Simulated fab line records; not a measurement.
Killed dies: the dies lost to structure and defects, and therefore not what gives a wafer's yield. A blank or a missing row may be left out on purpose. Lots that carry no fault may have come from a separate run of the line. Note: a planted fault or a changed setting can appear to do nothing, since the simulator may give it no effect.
Matching of chambers + flow n5_finfet + N5_BEOL_M0_SAQP_PECVD_03 on pecvd-03: 3 sister chambers
The step deposits SiCN from 3MS/NH3, target thk 12 nm, time 21.1 s. 6 wafers are shown with their chamber, then 7 later ones without.

== WAFERS, EACH WITH ITS CHAMBER ==
| wafer  | chamber | throttle_valve_pct (%) | showerhead_plenum_p_Torr (Torr) |
|--------|---------|------------------------|---------------------------------|
| L079.4 | 2       | 8.5                    | 3.658                           |
| L081.1 | 0       | 8.7                    | 3.659                           |
| L081.2 | 1       | 10.3                   | 3.667                           |
| L081.3 | 2       | 8.3                    | 3.659                           |
| L081.4 | 0       | 8.4                    | 3.667                           |
| L081.5 | 1       | 10.6                   | 3.664                           |

== WAFERS MISSING THEIR CHAMBER ==
| wafer  | throttle_valve_pct (%) | showerhead_plenum_p_Torr (Torr) |
|--------|------------------------|---------------------------------|
| L081.6 | 8.3                    | 3.661                           |
| L085.1 | 8.5                    | 3.663                           |
| L085.2 | 10.3                   | 3.666                           |
| L085.6 | 8.4                    | 3.658                           |
| L092.1 | 8.5                    | 3.673                           |
| L092.3 | 8.3                    | 3.645                           |
| L092.5 | 8.6                    | 3.670                           |

== WHICH CHAMBER EACH WENT THROUGH ==
| wafer  | from the rows above     | in truth |
|--------|-------------------------|----------|
| L081.6 | can't be placed: 2 or 0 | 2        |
| L085.1 | can't be placed: 0 or 2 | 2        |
| L085.2 | 1                       | 1        |
| L085.6 | can't be placed: 2 or 0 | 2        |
| L092.1 | can't be placed: 0 or 2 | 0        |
| L092.3 | can't be placed: 2 or 0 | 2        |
| L092.5 | can't be placed: 0 or 2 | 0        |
Correctly placed: 1 of 7. Not placeable from these rows: 6 (in 6, the candidates include the true chamber). Number placed wrongly: 0.
How it was worked out, from the rows above alone: a wafer's distance from a chamber is the root of the sum, over the readings, of the square of ((its reading less the chamber's mean) divided by the reading's scatter). The wafer belongs to the nearest chamber; if the next one is less than 2 further off, it can't be placed. A chamber's mean is the mean of its shown wafers. The scatter is the square root of a quotient: the sum, over the shown wafers, of each reading's squared deviation from its chamber's mean, divided by wafers minus chambers.
